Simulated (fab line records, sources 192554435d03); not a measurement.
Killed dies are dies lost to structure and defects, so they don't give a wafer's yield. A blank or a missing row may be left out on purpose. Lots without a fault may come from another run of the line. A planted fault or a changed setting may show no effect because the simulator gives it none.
Split-lot experiment | flow n5_finfet | 7 lots, 21 wafers read, on a route of 1938 steps

THE SPLIT
At N5_BEOL_M1_DESCUM_33 (chemistry O2, time 7 s), the setting time_s was moved away from the recipe's 7 s on 8 of the 21 wafers read, by -10.9% to +15.9%. The other wafers ran this setting at the recipe's value.

FROM THE SPLIT TO THE READING: what the file shows between them, 1 step
- N5_BEOL_M1_ETCH_77: etches underlayer in N2/H2, target depth 6.5 nm, time 5.2 s

THE READING
CAR-EUV_of_BEOL_M1_COAT_22.thk_nm (the simulator's own value, which no gauge read), in nm, at N5_BEOL_M1_ETCH_69 (etches SiARC in CF4, target depth 15.6 nm, time 26 s). The file gives no usual value for it. The 13 wafers here that ran the recipe average 11.1 nm, standard deviation 0.12 nm.

wafer  | tool, chamber at the split | time_s as run, s | against the recipe | CAR-EUV_of_BEOL_M1_COAT_22.thk_nm, nm | against lot-mates on the recipe
L077.1 | rie_diel-01, 2             | 7                | recipe             | 11.2                                  | -
L077.2 | rie_diel-01, 1,0           | 6.236            | -10.9%             | 11.6                                  | +0.4
L077.4 | rie_diel-01, 1,0           | 6.236            | -10.9%             | 11.6                                  | +0.4
L079.1 | rie_diel-02, 2             | 7                | recipe             | 11                                    | -
L079.4 | rie_diel-02, 0,3           | 7                | recipe             | 11                                    | -
L079.3 | rie_diel-02, 0,3           | 7                | recipe             | 10.8                                  | -
L087.1 | rie_diel-02, 1,2           | 7.904            | +12.9%             | 10.8                                  | -0.4
L087.2 | rie_diel-02, 1,2           | 7.904            | +12.9%             | 10.8                                  | -0.4
L087.4 | rie_diel-02, 0             | 7                | recipe             | 11.2                                  | -
L089.2 | rie_diel-01, 1,0           | 7                | recipe             | 11.2                                  | -
L089.3 | rie_diel-01, 1,0           | 7                | recipe             | 11.2                                  | -
L089.6 | rie_diel-01, 3             | 7.861            | +12.3%             | 10.6                                  | -0.6
L092.2 | rie_diel-02, 0,3           | 7                | recipe             | 11                                    | -
L092.4 | rie_diel-02, 0,3           | 7                | recipe             | 11                                    | -
L092.5 | rie_diel-02, 2             | 8.11             | +15.9%             | 10.6                                  | -0.4
L093.3 | rie_diel-02, 0,2           | 8.068            | +15.3%             | 10.4                                  | -0.8
L093.5 | rie_diel-02, 3             | 7                | recipe             | 11.2                                  | -
L093.6 | rie_diel-02, 0,2           | 8.068            | +15.3%             | 10.6                                  | -0.6
L096.3 | rie_diel-03, 0,2,0         | 7                | recipe             | 11                                    | -
L096.6 | rie_diel-03, 0,2,0         | 7                | recipe             | 11                                    | -
L096.4 | rie_diel-03, 0,2,0         | 7                | recipe             | 11.2                                  | -
Where a row lists several chambers, the file gives one row for several wafers and doesn't say which wafer went through which chamber.

THE FIT
A straight line over all 21 wafers: CAR-EUV_of_BEOL_M1_COAT_22.thk_nm changes by -0.0357 nm for each +1% of time_s; r = -0.91; the points scatter about the line by 0.13 nm.
The same after taking each lot's own level away (the mean of its wafers on the recipe; 21 wafers): -0.0375 nm for each +1%; r = -0.95; scatter 0.097 nm.
On that fit, the largest move of time_s shifts the reading by 0.59 nm.
The lots' own levels span 10.93 to 11.20 nm, that is 2.1 times the standard deviation above.
So the lot-to-lot level changes the slope little: the two slopes agree.
Check: with one of the wafers moved furthest among these (+15.9%) left out of the fit, the line predicts -0.64 nm for it against its lot-mates. It came out at -0.4 nm against them.

OTHER SPLITS ON THESE WAFERS
These wafers also went through other splits before the reading. Each is held against what the fit with the lots' levels taken away leaves over:
other split on the same wafers        | wafers away from the commonest value | r with CAR-EUV_of_BEOL_M1_COAT_22.thk_nm (lot level and that fit taken away)
N5_MOL_CONTACT_COAG_COAT_64 spin_rpm  | 7                                    | +0.29
N5_MOL_CONTACT_COAG_EXPOSE_37 dose_mj | 5                                    | -0.35
N5_BEOL_M0_SAQP_COAT_08 spin_rpm      | 5                                    | -0.11
N5_BEOL_M0_SAQP_EXPOSE_11 dose_mj     | 5                                    | -0.09
N5_BEOL_M1_PECVD_72 time_s            | 6                                    | -0.33
N5_BEOL_M1_COAT_62 spin_rpm           | 8                                    | +0.11

THE WHOLE CHAIN: every reading that the file lists as answering this split, in the file's order
step                 | what it does                                                | reading                                                                            | change (the file's fit)                | r (the file's)
N5_BEOL_M1_DESCUM_33 | chemistry O2, time 7 s                                      | CAR-EUV_of_BEOL_M1_COAT_22.thk_nm (the simulator's own value, which no gauge read) | -0.0326 nm for each +1% of the setting | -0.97
N5_BEOL_M1_ETCH_77   | etches underlayer in N2/H2, target depth 6.5 nm, time 5.2 s | CAR-EUV_of_BEOL_M1_COAT_22.thk_nm (the simulator's own value, which no gauge read) | -0.0335 nm for each +1% of the setting | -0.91
N5_BEOL_M1_ETCH_69   | etches SiARC in CF4, target depth 15.6 nm, time 26 s        | CAR-EUV_of_BEOL_M1_COAT_22.thk_nm (the simulator's own value, which no gauge read) | -0.0368 nm for each +1% of the setting | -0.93

THE FILE'S OWN FIT
CAR-EUV_of_BEOL_M1_COAT_22.thk_nm changes by -0.0368 nm for each +1% of time_s, r = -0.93.
